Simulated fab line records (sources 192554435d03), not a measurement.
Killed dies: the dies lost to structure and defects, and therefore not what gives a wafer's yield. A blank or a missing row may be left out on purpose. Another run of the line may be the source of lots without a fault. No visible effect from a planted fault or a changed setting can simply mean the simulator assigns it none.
Problem report, 8D (eight disciplines) form, completed by code | flow n5Finfet | the parts of the form that need people (team, actions taken, sign-off) are left out

== 1. WHAT IS WRONG ==
Wafers without a fault read 40, standard deviation 10; killedAtFrontEnd at N5_PASSIVATION_PROBE_49 reads a mean of 311 on 2 wafers belonging to 2 lots. Measured from the usual mean, that is +27 standard deviations.
The first sign was on wafer L138.5 at day 18 15:29, on prober-01. At this step, 9 wafers from 3 lots have a number in the record. Rule for "out", or "out of limits": more than 4 standard deviations from the usual mean. The other wafers with a number count as sound.

== 2. WHAT THIS IS AND IS NOT ==
question                    | is                                                                                             | is not
which readings at this step | killedAtFrontEnd, defectLimitedYield, killedDies, sort_bin_5_function, sortNPass, sortYieldPct | killed_at_M0_to_M3, killed_at_M4_up, killedAtContacts, killedAtOther, killedOpen, killedShort, sort_bin_6_memory
which lots                  | L138, L139                                                                                     | L131
which wafers of those lots  | L138.5, L139.2                                                                                 | L138.4, L138.6, L139.4, L139.6
read on which tools         | prober-01, prober-02                                                                           | -
when                        | from day 18 15:29                                                                              | up to then (4 sound wafers); but 3 sound wafers of L138, L139 came after

== 3. SUSPECTS, AND WHAT RULES EACH OUT ==
Counting: a tool at a process step up to the reading stays a suspect if it ran every lot that is out. Sound lots after the first of them don't rule it out here, since some wafers of a struck lot are sound.
- rieDiel-04 at N5_FIN_SAQP_ETCH_67 (etches SiNx in CH3F/O2, target depth 30 nm): kept. It ran every lot that is out, first L138 (day 6 01:35).
Remaining after the count: rieDiel-04 at N5_FIN_SAQP_ETCH_67.

== 4. THE CAUSE (what the simulator had put in) ==
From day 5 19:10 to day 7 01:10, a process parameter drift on rieDiel-04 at N5_FIN_SAQP_ETCH_67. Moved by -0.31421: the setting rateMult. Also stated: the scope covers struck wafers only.
Counting left only this tool.

== 5. SEQUENCE OF EFFECTS, ordered by route ==
Each row: a reading whose mean over the struck wafers that have a number lies more than 3 standard deviations from the usual. Readings are gone through only where the record gives a usual standard deviation; hours: the median, over the lots, of the time from a lot's start at the first step in this table giving one to that lot's start at this step; sigmas: the change measured in usual standard deviations.
hours | step                    | reading             | usual  | on struck wafers | change | sigmas
0     | N5_PASSIVATION_PROBE_49 | defectLimitedYield  | 91.3 % | 67.8             | -23.5  | -17
0     | N5_PASSIVATION_PROBE_49 | killedAtFrontEnd    | 40     | 311              | +271   | +27
0     | N5_PASSIVATION_PROBE_49 | killedDies          | 103    | 380              | +276   | +16
0     | N5_PASSIVATION_PROBE_49 | sort_bin_5_function | 5.1 %  | 27.7             | +22.6  | +23
0     | N5_PASSIVATION_PROBE_49 | sortNPass           | 1077   | 800              | -276   | -16
0     | N5_PASSIVATION_PROBE_49 | sortYieldPct        | 91.2 % | 67.8             | -23.4  | -17
The process steps in it:
- N5_PASSIVATION_PROBE_49

== 6. HOW IT WOULD HAVE BEEN CAUGHT EARLIER ==
In this record the first reading out of limits was taken at day 18 15:29, 308 hours after the fault began at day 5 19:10.
Of the tool readings at N5_FIN_SAQP_ETCH_67 for which the record gives a usual standard deviation, none was out on any struck wafer, so an alarm limit of 4 standard deviations on them would not have fired.
The start of N5_FIN_SAQP_ETCH_67 on rieDiel-04 came by day 18 15:29 for every one of the lots that are out (2). A hold on the tool at that time would have spared none of them.
